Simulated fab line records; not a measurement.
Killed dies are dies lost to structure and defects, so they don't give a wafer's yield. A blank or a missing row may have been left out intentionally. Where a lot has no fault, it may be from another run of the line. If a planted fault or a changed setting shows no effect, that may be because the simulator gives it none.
A struck lot beside a sound one	flow n5Finfet	26 out of 1938 route steps
Sound: the wafers L861.2, L861.3, L861.5. Wafers L870.1, L870.4, L870.5 were the ones struck. The cause comes at the end.
For every step that has rows: the tool of each side, followed by ch and its chambers, followed by its first start. Under that, the readings that differ: sound wafers	struck wafers	difference of the means	sigmas: that difference in standard deviations of wafers without a fault.
alike: readings with means less than 2 such deviations apart, plus words and numbers identical on both sides. not compared: withheld readings, readings lacking a value on some wafer, bounds such as >300 that could conceal the same value, and numbers that have no deviation in the record and whose values overlap.
The two part at a step that has a row with sigmas, a row that says differs or no value, or rows on one side only. Numbers that have no deviation but don't overlap get no sigmas and don't part them. A reading missing from all wafers of one side parts the sides only when that side holds two or more wafers.

first, 11 steps without rows for these wafers: N5_BEOL_M1_STRIP_65 (strips in N2/H2); N5_BEOL_M1_STRIP_75 (strips in N2/H2); N5_BEOL_M1_STRIP_66 (strips in CF4); N5_BEOL_M1_HM_OPEN_17 (chemistry Cl2/BCl3, target TiN, target depth 20 nm, overetch 6 nm); N5_BEOL_M1_STRIP_19 (strips in O2); N5_BEOL_M1_COAT_67 (time 60 s, resist thk 60 nm); N5_BEOL_M1_COAT_68 (time 60 s, resist thk 12 nm); N5_BEOL_M1_COAT_76 (time 60 s, resist thk 5 nm); N5_BEOL_M1_COAT_22 (resist thk 30 nm); N5_BEOL_M1_EBR_24; N5_BEOL_M1_SOFTBAKE_23 (time 60 s).
N5_BEOL_M1_EXPOSE_25: exposes mask V0, defocus 5 nm, target cd 24 nm.
  sound on euvScanner-01 ch 0, day 6 20:28; struck on euvScanner-01 ch 0, day 8 05:40
reading	sound	struck	difference	sigmas
exposureDoseMJCm2	63.04 63.05 62.99	65.47 65.54 65.57	+2.50	+40
  alike: mask, stageMsdNm
then, 2 steps without rows for these wafers: N5_BEOL_M1_PEB_26 (peb time 60 s); N5_BEOL_M1_DEVELOP_27 (develop time 30 s).
N5_BEOL_M1_CD_MEAS_28: target cd y 23.3 nm.
  sound on cdSem-02 ch 0, day 6 20:37; struck on cdSem-01 ch 0, day 8 05:49
reading	sound	struck	difference	sigmas
cdNm (nm)	23.53 23.89 23.58	24.36 24.54 24.38	+0.76	+3
then, 8 steps without rows for these wafers: N5_BEOL_M1_DESCUM_33 (chemistry O2, time 7 s); N5_BEOL_M1_ETCH_77 (etches underlayer in N2/H2, target depth 6.5 nm, time 5.2 s); N5_BEOL_M1_ETCH_69 (etches SiARC in CF4, target depth 15.6 nm, time 26 s); N5_BEOL_M1_ALD_98 (deposits SiO2, target thk 2.5 nm, pulse time 1 s, co reactant pulse time 1 s); N5_BEOL_M1_ETCHBACK_99 (etches SiO2 in CHF3, target depth 5 nm, time 10.4 s); N5_BEOL_M1_ETCH_70 (etches SOC in N2/H2, target depth 80 nm, overetch 16 nm, time 120 s); N5_BEOL_M1_STRIP_71 (strips in N2/H2); N5_BEOL_M1_STRIP_78 (strips in N2/H2).
N5_BEOL_M1_VIA_ETCH_34: etches the open film in C4F6/O2, target depth 67.8 nm, time 64.4 s.
  sound on rieDiel-06 ch 1,2,3, day 7 00:44; struck on rieDiel-04 ch 2,3, day 9 04:03
  alike: drypumpMotorCurrentA, oesProductAu, rfVppV, showerheadPlenumPTorr, throttleValvePct
  not compared: rfHoursCounterH, model.BEOL_M1.cdNm
then, 1 step without rows for these wafers: N5_BEOL_M1_STRIP_83 (strips in C4F6/O2).
-- a jump in the record: the struck wafers' starts before and after are 4 days apart (it breaks off in module BEOL_M1 and resumes in module BEOL_M4, where the first step shown is number 1111 of the route) --
N5_BEOL_M4_RC_MEAS_101:
  sound on prober-02 ch 0, day 9 00:58; struck on prober-02 ch 0, day 12 17:55
reading	sound	struck	difference	sigmas
IOFF_P (nA/um)	0.28 0.26 0.22	0.18 0.17 0.18	-0.08	-2
ION_N (uA/um)	703 687 690	660 666 670	-28	-3
ION_P (uA/um)	491 473 479	448 458 461	-25	-3
VT_P (mV)	-242 -244 -245	-254 -253 -250	-9	-2
  alike: DIBL_N, DIBL_P, IOFF_N, SS_N, SS_P, VT_N

WHERE THEY PART
At N5_BEOL_M1_EXPOSE_25 first; at N5_BEOL_M4_RC_MEAS_101 last (within this record only).

WHY: whatever the simulator had introduced
Process parameter drift: euvScanner-01, from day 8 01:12 on, at N5_BEOL_M1_EXPOSE_25. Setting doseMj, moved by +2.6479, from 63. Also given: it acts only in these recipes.
